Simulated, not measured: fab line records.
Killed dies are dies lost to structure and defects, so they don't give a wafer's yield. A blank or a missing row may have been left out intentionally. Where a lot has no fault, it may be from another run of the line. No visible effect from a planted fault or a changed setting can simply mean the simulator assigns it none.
Chamber matching || flow n5_finfet || 4 sister chambers for N5_BEOL_M3_ALD_84 on ald_metal-04
The step deposits TaN, pulse time 2 s, purge time 3 s, co reactant purge time 2 s. 4 wafers are shown with their chamber, then 7 later ones without.

WAFERS WITH THEIR CHAMBER
{"wafer": "L091.2", "chamber": 0, "heater_power_w (W)": 395}
{"wafer": "L091.3", "chamber": 2, "heater_power_w (W)": 416}
{"wafer": "L091.5", "chamber": 3, "heater_power_w (W)": 442}
{"wafer": "L092.4", "chamber": 1, "heater_power_w (W)": 329}

WAFERS WITH NO CHAMBER GIVEN
{"wafer": "L092.5", "heater_power_w (W)": 429}
{"wafer": "L095.1", "heater_power_w (W)": 424}
{"wafer": "L095.3", "heater_power_w (W)": 396}
{"wafer": "L095.6", "heater_power_w (W)": 431}
{"wafer": "L097.1", "heater_power_w (W)": 331}
{"wafer": "L097.4", "heater_power_w (W)": 338}
{"wafer": "L097.5", "heater_power_w (W)": 400}

CHAMBER TAKEN BY EACH
{"wafer": "L092.5", "from the rows above": "can't be placed: 2 or 3", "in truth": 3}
{"wafer": "L095.1", "from the rows above": "can't be placed: 2 or 3", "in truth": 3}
{"wafer": "L095.3", "from the rows above": 0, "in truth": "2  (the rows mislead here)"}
{"wafer": "L095.6", "from the rows above": "can't be placed: 3 or 2", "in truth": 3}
{"wafer": "L097.1", "from the rows above": 1, "in truth": 1}
{"wafer": "L097.4", "from the rows above": 1, "in truth": 1}
{"wafer": "L097.5", "from the rows above": "can't be placed: 0 or 2", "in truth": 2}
Correctly placed: 2 of 7. Can't be placed from these rows: 4 (the true chamber is among the candidates in 4). Number placed wrongly: 1.
How it was worked out, from the rows above alone: a wafer's distance from a chamber is the root of the sum, over the readings, of the square of ((its reading less the chamber's mean) divided by the reading's scatter). If the next closest chamber is less than 2 further off than the closest, the wafer can't be placed; otherwise it belongs to the closest. For every chamber, the mean is computed from those of its wafers that are shown. The scatter (one wafer shown for each chamber): square how far every hidden wafer sits from the nearest shown wafer, average those squares and take the square root.
